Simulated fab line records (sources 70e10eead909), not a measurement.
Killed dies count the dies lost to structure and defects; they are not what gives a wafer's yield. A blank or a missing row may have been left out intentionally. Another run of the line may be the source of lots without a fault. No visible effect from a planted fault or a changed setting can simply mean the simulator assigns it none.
Matching of chambers	flow nand harc	cmp-02 running NHARC_A_BONDPAD_CMP_19: 4 sister chambers
The step polishes, t overpolish 30 s, cu recess touch 16 s, target thk 169.82 nm. 22 wafers are shown with their chamber, then 11 later ones without.

## WAFERS WITH THEIR CHAMBER
wafer	chamber	motor current A (A)	overpolish run s (s)
L075.2	3	11.3	30.000
L075.3	2	12.2	29.999
L075.6	1	11.7	29.985
L076.2	1	11.5	30.009
L076.4	0	13.6	30.010
L076.6	2	12.2	29.987
L079.1	2	12.8	29.989
L079.3	0	13.9	29.993
L079.6	0	13.4	29.996
L081.1	3	10.9	30.009
L081.3	1	11.3	29.992
L081.4	0	13.1	30.011
L082.4	0	14.0	29.993
L082.5	0	13.1	29.995
L082.6	1	12.3	30.005
L082.1	3	10.8	29.995
L082.2	2	12.3	29.996
L082.3	1	11.6	30.001
L085.1	1	11.2	30.015
L085.4	2	11.8	30.024
L085.6	3	10.5	30.009
L093.2	0	13.3	30.018

SIGNATURES, as means of the wafers listed above
reading	chamber 0	chamber 1	chamber 2	chamber 3	scatter within a chamber
motor current A	13.486	11.600	12.260	10.875	0.364
overpolish run s	30.00229	30.00117	29.99900	30.00325	0.0113
Rule: a wafer lies at a distance from a chamber equal to the root of the sum of squares, over the readings, of (its reading less the chamber's mean, divided by the reading's scatter). If the next closest chamber is less than 2 further off than the closest, the wafer can't be placed; otherwise it belongs to the closest. The scatter is the square root of a quotient: the sum, over the shown wafers, of each reading's squared deviation from its chamber's mean, divided by wafers minus chambers.

## WAFERS WHOSE CHAMBER IS MISSING
wafer	motor current A (A)	overpolish run s (s)
L093.3	13.0	30.000
L093.4	10.9	30.003
L094.3	11.9	29.994
L094.5	11.6	30.011
L094.6	14.0	30.010
L095.1	12.9	30.001
L095.3	10.2	30.017
L095.4	13.6	30.000
L097.1	13.6	30.010
L097.4	11.6	30.001
L097.6	13.0	29.991

## THE CHAMBER EACH PASSED THROUGH
wafer	from the rows above	in truth
L093.3	can't be placed: 0 or 2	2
L093.4	can't be placed: 3 or 1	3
L094.3	can't be placed: 1 or 2 or 3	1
L094.5	can't be placed: 1 or 2 or 3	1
L094.6	0	0
L095.1	can't be placed: 0 or 2 or 1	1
L095.3	can't be placed: 3 or 1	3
L095.4	0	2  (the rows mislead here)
L097.1	0	0
L097.4	can't be placed: 1 or 2 or 3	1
L097.6	can't be placed: 0 or 2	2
Correctly placed: 2 of 11. Unplaceable from these rows: 8, with the true chamber sitting among the candidates in 8. Wrongly placed: 1.
